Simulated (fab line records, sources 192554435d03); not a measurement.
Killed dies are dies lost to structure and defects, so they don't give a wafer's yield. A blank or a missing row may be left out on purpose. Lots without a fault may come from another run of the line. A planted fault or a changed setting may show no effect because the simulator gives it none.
Which tool did it? | flow n5_finfet | 24 lots, 72 wafers sampled, at 5 steps of a route of 1938

WHAT THE GAUGES READ, wafer by wafer
N5_ILD0_THK_MEAS_08.
lot  | measured    | on            | thk_nm (nm)
L074 | day 3 14:01 | film_metro-01 | 137.9 137.7 136.7
L075 | day 3 19:46 | film_metro-02 | 139.1 140.3 139.6
L076 | day 4 02:01 | film_metro-02 | 137.9 139.3 137.2
L077 | day 4 07:31 | film_metro-02 | 138.6 140.2 141.4
L078 | day 4 13:23 | film_metro-01 | 137.8 138.4 138.6
L079 | day 4 18:56 | film_metro-02 | 138.0 139.5 139.8
L080 | day 5 07:11 | film_metro-01 | 138.9 137.3 139.5
L081 | day 5 07:17 | film_metro-02 | 139.0 138.9 138.5
L082 | day 5 17:50 | film_metro-02 | 139.2 140.6 141.6
L083 | day 5 22:23 | film_metro-02 | 138.6 139.7 139.3
L084 | day 6 07:18 | film_metro-02 | 139.8 139.4 139.3
L085 | day 6 10:20 | film_metro-01 | 138.5 138.7 140.3
L086 | day 6 17:26 | film_metro-02 | 137.3 140.2 138.2
L087 | day 6 21:02 | film_metro-02 | 138.1 136.7 136.9
L088 | day 7 00:43 | film_metro-02 | 138.3 137.4 137.4
L089 | day 7 10:55 | film_metro-01 | 139.7 139.0 138.6
L090 | day 7 14:52 | film_metro-02 | 140.9 141.4 139.7
L091 | day 7 18:54 | film_metro-01 | 140.0 138.3 141.3
L092 | day 8 00:47 | film_metro-02 | 137.9 137.6 139.5
L093 | day 8 07:43 | film_metro-01 | 137.9 138.9 138.5
L094 | day 8 14:49 | film_metro-01 | 140.2 138.0 138.9
L095 | day 8 20:47 | film_metro-01 | 140.9 141.0 139.8
L096 | day 9 02:21 | film_metro-01 | 140.5 139.6 139.6
L097 | day 9 10:59 | film_metro-01 | 139.6 140.7 138.2

N5_ILD0_THK_MEAS_13.
lot  | measured    | on            | thk_nm (nm)
L074 | day 3 17:44 | film_metro-02 | 17.1 16.2 17.6
L075 | day 3 22:58 | film_metro-02 | 17.0 19.1 17.5
L076 | day 4 05:14 | film_metro-01 | 19.1 17.8 17.5
L077 | day 4 10:43 | film_metro-02 | 20.3 18.0 18.4
L078 | day 4 16:45 | film_metro-02 | 16.9 17.8 16.3
L079 | day 4 22:46 | film_metro-02 | 18.8 16.8 19.4
L080 | day 5 10:23 | film_metro-01 | 15.6 15.8 16.3
L081 | day 5 10:53 | film_metro-01 | 16.4 16.4 16.0
L082 | day 5 21:02 | film_metro-02 | 19.5 20.3 18.3
L083 | day 6 01:36 | film_metro-01 | 19.2 18.0 17.9
L084 | day 6 10:31 | film_metro-02 | 16.1 17.0 18.3
L085 | day 6 13:33 | film_metro-01 | 19.3 16.7 18.1
L086 | day 6 20:56 | film_metro-02 | 18.1 17.7 18.2
L087 | day 7 00:14 | film_metro-02 | 17.2 17.8 18.6
L088 | day 7 03:56 | film_metro-02 | 20.3 18.7 21.0
L089 | day 7 14:07 | film_metro-01 | 16.2 18.0 18.3
L090 | day 7 18:05 | film_metro-02 | 17.8 19.9 19.1
L091 | day 7 22:07 | film_metro-02 | 17.0 19.0 19.6
L092 | day 8 04:00 | film_metro-02 | 17.8 18.0 16.6
L093 | day 8 10:55 | film_metro-01 | 18.0 17.6 18.3
L094 | day 8 18:05 | film_metro-01 | 18.2 18.7 16.4
L095 | day 9 00:34 | film_metro-02 | 19.0 16.4 17.9
L096 | day 9 05:56 | film_metro-02 | 17.5 17.5 17.3
L097 | day 9 14:12 | film_metro-02 | 16.4 17.1 15.8

N5_ILD0_INSPECT_06: inspects for defects (darkfield).
lot  | measured    | on                | raw_defect_count
L074 | day 3 17:46 | defect_inspect-01 | 44 53 27
L075 | day 3 23:00 | defect_inspect-01 | 33 24 22
L076 | day 4 05:16 | defect_inspect-01 | 31 23 30
L077 | day 4 10:45 | defect_inspect-01 | 24 17 14
L078 | day 4 16:47 | defect_inspect-01 | 22 45 57
L079 | day 4 22:48 | defect_inspect-01 | 38 54 38
L080 | day 5 10:26 | defect_inspect-01 | 37 36 30
L081 | day 5 10:55 | defect_inspect-02 | 23 27 25
L082 | day 5 21:04 | defect_inspect-01 | 35 60 21
L083 | day 6 01:38 | defect_inspect-02 | 36 52 44
L084 | day 6 10:32 | defect_inspect-02 | 31 29 21
L085 | day 6 13:35 | defect_inspect-02 | 36 36 25
L086 | day 6 20:58 | defect_inspect-02 | 76 47 61
L087 | day 7 00:16 | defect_inspect-02 | 25 40 45
L088 | day 7 03:58 | defect_inspect-02 | 22 30 26
L089 | day 7 14:08 | defect_inspect-01 | 33 37 61
L090 | day 7 18:07 | defect_inspect-02 | 21 21 30
L091 | day 7 22:08 | defect_inspect-02 | 29 25 30
L092 | day 8 04:02 | defect_inspect-02 | 111 102 39
L093 | day 8 10:57 | defect_inspect-02 | 53 24 19
L094 | day 8 18:07 | defect_inspect-02 | 29 25 45
L095 | day 9 00:36 | defect_inspect-02 | 49 27 42
L096 | day 9 05:58 | defect_inspect-01 | 21 32 37
L097 | day 9 14:14 | defect_inspect-02 | 27 31 20

N5_SDB_OVL_MEAS_12.
lot  | measured    | on         | SDB_OVL (nm)
L074 | day 3 18:19 | overlay-02 | 0.6 -0.4 -0.3
L075 | day 3 23:23 | overlay-02 | -0.2 0.6 0.0
L076 | day 4 05:47 | overlay-01 | 0.0 -0.8 0.4
L077 | day 4 11:16 | overlay-01 | 0.2 0.7 1.2
L078 | day 4 17:10 | overlay-01 | 1.4 0.6 0.7
L079 | day 4 23:19 | overlay-02 | 0.0 -0.5 0.8
L080 | day 5 10:57 | overlay-02 | 0.3 -0.7 0.3
L081 | day 5 11:26 | overlay-02 | 0.0 -0.3 -1.0
L082 | day 5 21:28 | overlay-01 | -0.6 0.0 -0.3
L083 | day 6 02:01 | overlay-02 | 0.5 0.3 -1.0
L084 | day 6 11:04 | overlay-01 | 1.0 0.6 1.3
L085 | day 6 14:05 | overlay-01 | 0.4 1.3 1.3
L086 | day 6 21:21 | overlay-02 | -0.1 0.9 1.1
L087 | day 7 00:47 | overlay-01 | 0.9 -0.1 0.0
L088 | day 7 04:29 | overlay-02 | -0.4 -0.2 -0.3
L089 | day 7 14:32 | overlay-02 | 1.2 0.4 1.0
L090 | day 7 18:38 | overlay-02 | 1.2 1.1 1.2
L091 | day 7 22:39 | overlay-01 | 0.5 -0.4 -0.6
L092 | day 8 04:25 | overlay-01 | 1.0 0.6 0.2
L093 | day 8 11:28 | overlay-02 | -0.7 0.1 -0.1
L094 | day 8 18:30 | overlay-01 | 0.6 0.9 1.1
L095 | day 9 01:07 | overlay-02 | -0.3 0.3 0.3
L096 | day 9 06:21 | overlay-02 | -0.8 -0.2 0.1
L097 | day 9 14:37 | overlay-01 | 0.8 0.4 0.1

N5_SDB_INSPECT_13: inspects for defects (brightfield).
lot  | measured    | on                | raw_defect_count
L074 | day 3 18:20 | defect_inspect-01 | 51 90 136
L075 | day 3 23:25 | defect_inspect-01 | 37 54 44
L076 | day 4 05:49 | defect_inspect-01 | 55 45 83
L077 | day 4 11:17 | defect_inspect-01 | 63 39 66
L078 | day 4 17:12 | defect_inspect-01 | 79 31 65
L079 | day 4 23:20 | defect_inspect-01 | 59 59 139
L080 | day 5 10:58 | defect_inspect-02 | 81 95 78
L081 | day 5 11:27 | defect_inspect-02 | 33 25 20
L082 | day 5 21:29 | defect_inspect-02 | 154 56 56
L083 | day 6 02:02 | defect_inspect-02 | 164 77 90
L084 | day 6 11:05 | defect_inspect-01 | 66 27 46
L085 | day 6 14:07 | defect_inspect-02 | 44 77 35
L086 | day 6 21:22 | defect_inspect-01 | 43 72 43
L087 | day 7 00:49 | defect_inspect-02 | 55 57 73
L088 | day 7 04:30 | defect_inspect-02 | 140 135 96
L089 | day 7 14:34 | defect_inspect-01 | 45 70 61
L090 | day 7 18:40 | defect_inspect-02 | 55 149 103
L091 | day 7 22:41 | defect_inspect-01 | 70 101 54
L092 | day 8 04:26 | defect_inspect-01 | 60 72 50
L093 | day 8 11:29 | defect_inspect-01 | 44 69 86
L094 | day 8 18:32 | defect_inspect-02 | 111 84 194
L095 | day 9 01:08 | defect_inspect-01 | 49 137 73
L096 | day 9 06:22 | defect_inspect-02 | 90 55 91
L097 | day 9 14:38 | defect_inspect-01 | 93 131 50

WHICH TOOL RAN EACH LOT (tool, then ch and the chambers of the sampled wafers, then the start)
The record holds no process step before these readings.

WHAT THE TOOLS THEMSELVES READ (means of the sampled wafers that have a number; where no wafer has one, the mark that the record gives instead)
The record holds no such reading with a usual standard deviation.

THE ANSWER, worked out from the rows above alone
Rule: what is usual is taken from the lots themselves. Put in order of their means at a reading, lots are off if they are a third of the lots or fewer, leave a main group of 4 or more, and stand apart from it by a gap of 3 or more times the standard deviation of the main group's means; of several such gaps the widest counts. A main group whose means are all the same, to the digits that the tables above print for the reading, isn't used. A lot without any number at a reading at which 4 lots or more have one is off too. The other lots that the step has rows for count as sound. The gauges are gone through in route order, then the tools' own readings, and for those a lot's mean is taken as printed above. The first step at which some lot is off is used, and at that step the reading that is off furthest; a lot without a number counts as furthest.
No lot is off at any reading shown: from this, nothing can be told.

WHAT THE SIMULATOR HAD PUT IN
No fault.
